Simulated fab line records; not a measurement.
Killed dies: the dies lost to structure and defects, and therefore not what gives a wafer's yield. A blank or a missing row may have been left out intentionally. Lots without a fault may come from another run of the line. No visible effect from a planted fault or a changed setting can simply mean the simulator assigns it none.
Which of the tools did it? ; flow nand harc ; 24 lots with 72 wafers sampled at 6 steps, on a route of 1302 steps

## WHAT EACH GAUGE READ, for each wafer
No reading from a measuring or inspecting step in the record can be judged against a usual standard deviation.

## EACH LOT AND THE TOOL THAT RAN IT (in order: tool; ch and the chambers of the sampled wafers; start)
lot;NHARC_A_WL_FILL_STRIP_29;NHARC_A_CONTACT_ETCH_49;NHARC_A_CONTACT_ETCH_111;NHARC_A_CONTACT_ETCH_113;NHARC_A_CONTACT_ETCH_115;NHARC_A_CONTACT_ETCH_122
L074;rie diel-02 ch 0,1,3, day 20 20:29;rie diel-04 ch 1,2, day 21 14:10 or earlier;har cap etch-01 ch 0,1, day 21 14:10;har cap etch-01 ch 0,1, day 21 14:32;har cap etch-01 ch 0,1, day 21 14:53;har cap etch-01 ch 0,1, day 21 16:05
L075;rie diel-12 ch 0,1,2, day 21 14:59;rie diel-08 ch 0,1,3, day 22 10:02 or earlier;har cap etch-01 ch 0,1, day 22 10:02;har cap etch-01 ch 0,1, day 22 10:24;har cap etch-01 ch 0,1, day 22 10:44;har cap etch-01 ch 0,1, day 22 11:56
L076;rie diel-09 ch 2,3, day 21 15:40;rie diel-08 ch 0,2,3, day 22 08:17 or earlier;har cap etch-03 ch 0,1, day 22 08:17;har cap etch-03 ch 0,1, day 22 08:39;har cap etch-03 ch 0,1, day 22 08:59;har cap etch-03 ch 0,1, day 22 10:11
L077;rie diel-02 ch 0,2, day 21 18:35;rie diel-08 ch 1,2,3, day 22 11:10 or earlier;har cap etch-02 ch 0,1, day 22 11:10;har cap etch-02 ch 0,1, day 22 11:32;har cap etch-02 ch 0,1, day 22 11:53;har cap etch-02 ch 0,1, day 22 13:04
L078;rie diel-02 ch 0,1,3, day 22 01:11;rie diel-08 ch 0,1,3, day 22 15:27 or earlier;har cap etch-01 ch 0,1, day 22 15:27;har cap etch-01 ch 0,1, day 22 15:49;har cap etch-01 ch 0,1, day 22 16:10;har cap etch-01 ch 0,1, day 22 17:22
L079;rie diel-09 ch 1,3, day 23 02:55;rie diel-04 ch 0,1,3, day 23 16:49 or earlier;har cap etch-01 ch 0,1, day 23 16:49;har cap etch-01 ch 0,1, day 23 17:18;har cap etch-01 ch 0,1, day 23 17:45;har cap etch-01 ch 0,1, day 23 19:20
L081;rie diel-12 ch 0,1,3, day 23 19:12;rie diel-10 ch 0,2,3, day 24 09:20 or earlier;har cap etch-02 ch 0,1, day 24 09:20;har cap etch-02 ch 0,1, day 24 09:42;har cap etch-02 ch 0,1, day 24 10:02;har cap etch-02 ch 0,1, day 24 11:15
L080;rie diel-09 ch 0,2, day 23 19:14;rie diel-04 ch 0,3, day 24 09:26 or earlier;har cap etch-01 ch 0,1, day 24 09:26;har cap etch-01 ch 0,1, day 24 09:49;har cap etch-01 ch 0,1, day 24 10:10;har cap etch-01 ch 0,1, day 24 11:22
L082;rie diel-02 ch 2,3, day 24 06:23;rie diel-10 ch 0,1,2, day 24 20:29 or earlier;har cap etch-01 ch 0,1, day 24 20:29;har cap etch-01 ch 0,1, day 24 20:51;har cap etch-01 ch 0,1, day 24 21:11;har cap etch-01 ch 0,1, day 24 22:23
L083;rie diel-02 ch 0,1, day 24 13:41;rie diel-08 ch 2,3, day 25 07:03 or earlier;har cap etch-01 ch 0,1, day 25 07:03;har cap etch-01 ch 0,1, day 25 07:25;har cap etch-01 ch 0,1, day 25 07:46;har cap etch-01 ch 0,1, day 25 08:58
L084;rie diel-12 ch 2,3, day 25 04:05;rie diel-10 ch 1,3, day 25 18:43 or earlier;har cap etch-02 ch 0,1, day 25 18:43;har cap etch-02 ch 0,1, day 25 19:05;har cap etch-02 ch 0,1, day 25 19:25;har cap etch-02 ch 0,1, day 25 20:37
L087;rie diel-09 ch 1,2,3, day 25 22:38;rie diel-04 ch 1,2,3, day 26 14:59 or earlier;har cap etch-02 ch 0,1, day 26 14:59;har cap etch-02 ch 0,1, day 26 15:22;har cap etch-02 ch 0,1, day 26 15:42;har cap etch-02 ch 0,1, day 26 16:54
L085;rie diel-12 ch 0,1,2, day 25 23:53;rie diel-04 ch 0,2,3, day 26 16:20 or earlier;har cap etch-03 ch 0,1, day 26 16:20;har cap etch-03 ch 0,1, day 26 16:43;har cap etch-03 ch 0,1, day 26 17:04;har cap etch-03 ch 0,1, day 26 18:15
L086;rie diel-09 ch 0,1,2, day 26 10:26;rie diel-04 ch 0,1,3, day 27 01:42 or earlier;har cap etch-02 ch 0,1, day 27 01:42;har cap etch-02 ch 0,1, day 27 02:04;har cap etch-02 ch 0,1, day 27 02:25;har cap etch-02 ch 0,1, day 27 03:36
L091;rie diel-09 ch 1,2,3, day 27 07:43;rie diel-04 ch 0,1,2, day 27 22:02 or earlier;har cap etch-03 ch 0,1, day 27 22:02;har cap etch-03 ch 0,1, day 27 22:32;har cap etch-03 ch 0,1, day 27 22:59;har cap etch-03 ch 0,1, day 28 00:34
L090;rie diel-12 ch 0,1,3, day 27 07:44;rie diel-08 ch 1,2,3, day 27 22:13 or earlier;har cap etch-01 ch 0,1, day 27 22:13;har cap etch-01 ch 0,1, day 27 22:35;har cap etch-01 ch 0,1, day 27 22:56;har cap etch-01 ch 0,1, day 28 00:08
L089;rie diel-02 ch 0,1,3, day 27 12:32;rie diel-04 ch 2,3, day 28 02:39 or earlier;har cap etch-02 ch 0,1, day 28 02:39;har cap etch-02 ch 0,1, day 28 03:01;har cap etch-02 ch 0,1, day 28 03:22;har cap etch-02 ch 0,1, day 28 04:34
L088;rie diel-02 ch 0,1,3, day 27 17:55;rie diel-04 ch 0,1, day 28 08:13 or earlier;har cap etch-01 ch 0,1, day 28 08:13;har cap etch-01 ch 0,1, day 28 08:35;har cap etch-01 ch 0,1, day 28 08:56;har cap etch-01 ch 0,1, day 28 10:08
L093;rie diel-09 ch 0,1, day 28 08:19;rie diel-08 ch 0,1,2, day 29 00:13 or earlier;har cap etch-03 ch 0,1, day 29 00:13;har cap etch-03 ch 0,1, day 29 00:35;har cap etch-03 ch 0,1, day 29 00:56;har cap etch-03 ch 0,1, day 29 02:08
L092;rie diel-12 ch 0,2, day 28 08:20;rie diel-04 ch 1,2,3, day 29 00:50 or earlier;har cap etch-02 ch 0,1, day 29 00:50;har cap etch-02 ch 0,1, day 29 01:12;har cap etch-02 ch 0,1, day 29 01:33;har cap etch-02 ch 0,1, day 29 02:44
L094;rie diel-02 ch 0,1,3, day 29 03:08;rie diel-04 ch 0,2,3, day 29 18:35 or earlier;har cap etch-02 ch 0,1, day 29 18:35;har cap etch-02 ch 0,1, day 29 18:57;har cap etch-02 ch 0,1, day 29 19:17;har cap etch-02 ch 0,1, day 29 20:29
L095;rie diel-12 ch 0,1,3, day 29 03:09;rie diel-08 ch 0,1,3, day 29 18:09 or earlier;har cap etch-03 ch 0,1, day 29 18:09;har cap etch-03 ch 0,1, day 29 18:31;har cap etch-03 ch 0,1, day 29 18:52;har cap etch-03 ch 0,1, day 29 20:04
L097;rie diel-02 ch 1,3, day 29 11:48;rie diel-08 ch 1,3, day 30 02:28 or earlier;har cap etch-01 ch 0,1, day 30 02:28;har cap etch-01 ch 0,1, day 30 02:50;har cap etch-01 ch 0,1, day 30 03:11;har cap etch-01 ch 0,1, day 30 04:23
L096;rie diel-12 ch 0,1,3, day 29 16:26;rie diel-08 ch 1,2,3, day 30 09:01 or earlier;har cap etch-01 ch 0,1, day 30 09:01;har cap etch-01 ch 0,1, day 30 09:24;har cap etch-01 ch 0,1, day 30 09:44;har cap etch-01 ch 0,1, day 30 10:56
- NHARC_A_WL_FILL_STRIP_29: strips in O2, time 20 s.
- NHARC_A_CONTACT_ETCH_49: etches the open film in N2/H2, target depth 260 nm, time 475.3 s.
- NHARC_A_CONTACT_ETCH_111: etches the open film in C4F8/O2/Ar, time 140 s, target depth 700 nm.
- NHARC_A_CONTACT_ETCH_113: etches the open film in C4F8/O2/Ar, time 190 s, target depth 1850 nm.
- NHARC_A_CONTACT_ETCH_115: etches the open film in C4F8/O2/Ar, time 190 s, target depth 1850 nm.
- NHARC_A_CONTACT_ETCH_122: etches the open film in C4F8/O2/Ar, time 190 s, target depth 1850 nm.

## WHAT THE TOOLS THEMSELVES READ (means of the sampled wafers that have a number; where no wafer has one, the mark that the record gives instead)
NHARC_A_WL_FILL_STRIP_29. Usual: drypump motor current A 5.7 A, standard deviation 0.4; oes product au 1.000 a.u., standard deviation 0.012; rf vpp V 57.9 V, standard deviation 0.81; showerhead plenum p Torr 3.57 Torr, standard deviation 0.14; throttle valve pct 17.036 %, standard deviation 0.01.
lot;tool;drypump motor current A (A);oes product au (a.u.);rf vpp V (V);showerhead plenum p Torr (Torr);throttle valve pct (%);flag
L074;rie diel-02;6.0;1.010;58.0;3.59;17.041;
L075;rie diel-12;5.3;1.005;57.7;3.68;17.044;
L076;rie diel-09;6.1;1.009;57.6;3.48;17.028;
L077;rie diel-02;6.0;0.996;57.5;3.57;17.046;
L078;rie diel-02;6.0;1.016;57.7;3.59;17.047;
L079;rie diel-09;6.0;0.988;57.7;3.56;17.026;
L081;rie diel-12;5.6;0.998;57.7;3.69;17.039;
L080;rie diel-09;5.4;1.006;57.7;3.39;17.033;
L082;rie diel-02;6.1;0.998;57.6;3.62;17.033;
L083;rie diel-02;5.9;1.001;57.6;3.47;17.027;
L084;rie diel-12;5.2;1.000;58.3;3.66;17.044;
L087;rie diel-09;6.1;0.996;58.0;3.51;17.035;
L085;rie diel-12;5.3;1.002;57.3;3.68;17.031;
L086;rie diel-09;5.8;0.995;57.1;3.42;17.044;
L091;rie diel-09;6.1;0.989;58.2;3.51;17.032;
L090;rie diel-12;5.6;0.998;58.2;3.69;17.030;
L089;rie diel-02;6.0;0.995;57.8;3.59;17.039;
L088;rie diel-02;6.0;1.001;58.2;3.59;17.032;
L093;rie diel-09;5.3;0.995;57.4;3.42;17.038;
L092;rie diel-12;5.2;0.993;59.0;3.65;17.039;
L094;rie diel-02;6.0;0.994;58.4;3.59;17.032;
L095;rie diel-12;5.6;1.004;57.6;3.69;17.023;
L097;rie diel-02;5.9;1.008;58.5;3.50;17.031;
L096;rie diel-12;5.6;1.004;58.0;3.69;17.035;

NHARC_A_CONTACT_ETCH_49. Usual: drypump motor current A 5.7 A, standard deviation 0.49; n2 flow sccm 150.0 sccm, standard deviation 0.41; oes product au 0.999 a.u., standard deviation 0.013; rf vpp V 430.9 V, standard deviation 2.7; showerhead plenum p Torr 2.05 Torr, standard deviation 0.093; throttle valve pct 14.171 %, standard deviation 0.0094.
lot;tool;drypump motor current A (A);n2 flow sccm (sccm);oes product au (a.u.);rf vpp V (V);showerhead plenum p Torr (Torr);throttle valve pct (%);flag
L074;rie diel-04;6.1;150.2;1.004;429.3;1.99;14.184;
L075;rie diel-08;5.5;149.8;1.007;432.4;2.11;14.173;
L076;rie diel-08;5.8;149.5;1.003;432.8;2.11;14.168;
L077;rie diel-08;5.6;150.4;0.998;430.8;2.05;14.170;
L078;rie diel-08;5.6;149.6;0.994;433.3;2.11;14.176;
L079;rie diel-04;5.5;149.6;0.994;429.8;2.03;14.177;
L081;rie diel-10;5.3;150.4;0.994;433.9;2.14;14.173;
L080;rie diel-04;5.3;149.6;0.996;429.1;1.98;14.163;
L082;rie diel-10;5.2;150.2;0.994;434.5;2.18;14.182;
L083;rie diel-08;5.9;149.8;1.007;430.0;2.04;14.163;
L084;rie diel-10;5.6;149.9;0.985;433.0;2.12;14.167;
L087;rie diel-04;5.6;149.9;0.991;428.9;1.96;14.172;
L085;rie diel-04;5.8;149.8;0.991;428.8;1.99;14.169;
L086;rie diel-04;5.5;149.9;0.994;429.8;2.03;14.164;
L091;rie diel-04;6.0;150.2;0.986;430.0;2.05;14.159;
L090;rie diel-08;5.6;150.1;0.997;430.5;2.04;14.170;
L089;rie diel-04;5.9;150.2;0.994;427.1;1.93;14.171;
L088;rie diel-04;5.7;149.6;0.992;431.7;2.08;14.174;
L093;rie diel-08;6.0;150.3;1.009;432.0;2.08;14.174;
L092;rie diel-04;5.6;149.9;0.992;428.4;1.96;14.169;
L094;rie diel-04;5.8;149.9;1.003;429.1;1.99;14.167;
L095;rie diel-08;5.5;149.6;1.003;431.5;2.09;14.177;
L097;rie diel-08;5.4;150.1;1.002;430.1;2.03;14.165;
L096;rie diel-08;5.7;150.5;0.998;430.3;2.03;14.170;

## THE ANSWER, worked out from the rows above alone
Rule: a lot counts as off when the mean over its wafers that have a number is more than 3 standard deviations away from the usual mean. Also off: a lot with no number at a reading for which 4 or more lots have one. Any other lot the step has rows for is counted as sound. After the gauges, taken in route order, come the tools' own readings; for these a lot's mean is taken, as printed above. At the first step where some lot is off, the reading lying furthest off is the one used; lots without a number count as furthest.
None of the lots is off at any reading shown; this tells nothing.

## WHAT THE SIMULATOR HAD PUT IN
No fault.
